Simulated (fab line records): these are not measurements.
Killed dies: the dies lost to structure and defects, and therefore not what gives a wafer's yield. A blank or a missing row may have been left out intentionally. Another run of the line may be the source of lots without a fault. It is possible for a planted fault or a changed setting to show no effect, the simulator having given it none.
Lot-split experiment | flow n5-finfet | route with 1938 steps; 7 lots, 21 wafers read

## THE SPLIT ITSELF
At N5_BEOL_M0_SAQP_PECVD_03 (deposits SiCN from 3MS/NH3, target thk 12 nm, time 21.1 s), the setting time-s was moved away from the recipe's 21.1 s on 5 of the 21 wafers read, by -9.8% to +10.9%. The other wafers ran this setting at the recipe's value.

## FROM THE SPLIT TO THE READING: what the file shows between them, 4 steps
- N5_BEOL_M0_SAQP_PECVD_96: deposits a-Si from SiH4/He, target thk 45 nm, time 45.2 s
- N5_BEOL_M0_SAQP_PECVD_97: deposits SiNx from SiH4/NH3/N2, target thk 23 nm, time 19.9 s
- N5_BEOL_M0_SAQP_ETCH_101: etches SiNx in CH3F/O2, target depth 29.9 nm, time 42.7 s
- N5_BEOL_M0_SAQP_ETCH_102: etches SiO2 in CF4, target depth 4 nm, time 4.4 s

## THE READING
SiCN_of_BEOL_M0_SAQP_PECVD_03.thk-nm (the simulator's own value, which no gauge read), in nm, at N5_BEOL_M0_SAQP_MANDREL_ETCH_103 (etches a-Si in HBr/Cl2, stops on SiCN, target depth 45 nm, bt time 10 s, time 27 s). There is no usual value for it anywhere in the file. Across the 16 wafers here that went through the recipe, the average is 8.7 nm and the standard deviation 0.14 nm.

wafer  | tool, chamber at the split | time-s as run, s | against the recipe | SiCN_of_BEOL_M0_SAQP_PECVD_03.thk-nm, nm | against lot-mates on the recipe
L075.1 | pecvd-02, 2                | 21.1             | recipe             | 8.8                                      | -
L075.2 | pecvd-02, 0                | 21.1             | recipe             | 8.8                                      | -
L075.5 | pecvd-02, 0                | 20.23            | -4.1%              | 8.6                                      | -0.2
L080.2 | pecvd-04, 0                | 21.1             | recipe             | 8.6                                      | -
L080.5 | pecvd-04, 0,2              | 21.1             | recipe             | 8.8                                      | -
L080.6 | pecvd-04, 0,2              | 21.1             | recipe             | 9                                        | -
L081.1 | pecvd-04, 0                | 21.1             | recipe             | 8.8                                      | -
L081.3 | pecvd-04, 2                | 19.03            | -9.8%              | 7.6                                      | -1.2
L081.5 | pecvd-04, 1                | 19.03            | -9.8%              | 7.8                                      | -1.0
L084.1 | pecvd-02, 2                | 21.1             | recipe             | 8.6                                      | -
L084.2 | pecvd-02, 1,0              | 21.1             | recipe             | 8.6                                      | -
L084.3 | pecvd-02, 1,0              | 21.1             | recipe             | 8.6                                      | -
L088.2 | pecvd-03, 0,2              | 21.1             | recipe             | 8.4                                      | -
L088.3 | pecvd-03, 0,2              | 21.1             | recipe             | 8.6                                      | -
L088.5 | pecvd-03, 0                | 21.1             | recipe             | 8.6                                      | -
L092.1 | pecvd-02, 2,0              | 23.4             | +10.9%             | 10.2                                     | +1.4
L092.4 | pecvd-02, 2,0              | 23.4             | +10.9%             | 10.2                                     | +1.4
L092.5 | pecvd-02, 1                | 21.1             | recipe             | 8.8                                      | -
L096.1 | pecvd-03, 0,2,1            | 21.1             | recipe             | 8.8                                      | -
L096.2 | pecvd-03, 0,2,1            | 21.1             | recipe             | 8.8                                      | -
L096.3 | pecvd-03, 0,2,1            | 21.1             | recipe             | 8.8                                      | -
If several chambers appear in one row, that row covers several wafers at once and the file leaves open which wafer was in which chamber.

FIT RESULTS
A straight line over all 21 wafers: SiCN_of_BEOL_M0_SAQP_PECVD_03.thk-nm changes by +0.118 nm for each +1% of time-s; r = +0.96; the points scatter about the line by 0.17 nm.
The same after taking each lot's own level away (the mean of its wafers on the recipe; 21 wafers): +0.119 nm for each +1%; r = +0.98; scatter 0.11 nm.
On that fit, the largest move of time-s shifts the reading by 1.3 nm.
The span of the lots' own levels, 8.53 to 8.80 nm, comes to 1.9 times the standard deviation stated above.
So the lot-to-lot level changes the slope little: the two slopes agree.
Check: for one of the wafers moved furthest among these (+10.9%), held out of the fit, the line's prediction against its lot-mates is +1.29 nm. It came out at +1.4 nm against them.

## THE OTHER SPLITS THESE WAFERS WENT THROUGH
Other splits were also applied to these wafers ahead of the reading. Each is held against what the fit with the lots' levels taken away leaves over:
other split on the same wafers           | wafers away from the commonest value | r with SiCN_of_BEOL_M0_SAQP_PECVD_03.thk-nm (lot level and that fit taken away)
N5_HKMG_FIN_ETCH_58 source-w             | 8                                    | +0.22
N5_HKMG_FIN_ALD_79 ald-cycles            | 7                                    | +0.24
N5_MOL_CONTACT_COAG_VIA_ETCH_117 bias-w  | 7                                    | +0.37
N5_MOL_CONTACT_COAG_CVD_140 target-thk-a | 4                                    | +0.04

## THE WHOLE CHAIN: every reading that the file lists as answering this split, in the file's order
step                             | what it does                                                                       | reading                                                                               | change (the file's fit)               | r (the file's)
N5_BEOL_M0_SAQP_PECVD_03         | deposits SiCN from 3MS/NH3, target thk 12 nm, time 21.1 s                          | SiCN_of_BEOL_M0_SAQP_PECVD_03.thk-nm (the simulator's own value, which no gauge read) | +0.126 nm for each +1% of the setting | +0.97
N5_BEOL_M0_SAQP_MANDREL_ETCH_103 | etches a-Si in HBr/Cl2, stops on SiCN, target depth 45 nm, bt time 10 s, time 27 s | SiCN_of_BEOL_M0_SAQP_PECVD_03.thk-nm (the simulator's own value, which no gauge read) | +0.116 nm for each +1% of the setting | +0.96

## FILE'S OWN FIT
SiCN_of_BEOL_M0_SAQP_PECVD_03.thk-nm changes by +0.116 nm for each +1% of time-s, r = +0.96.
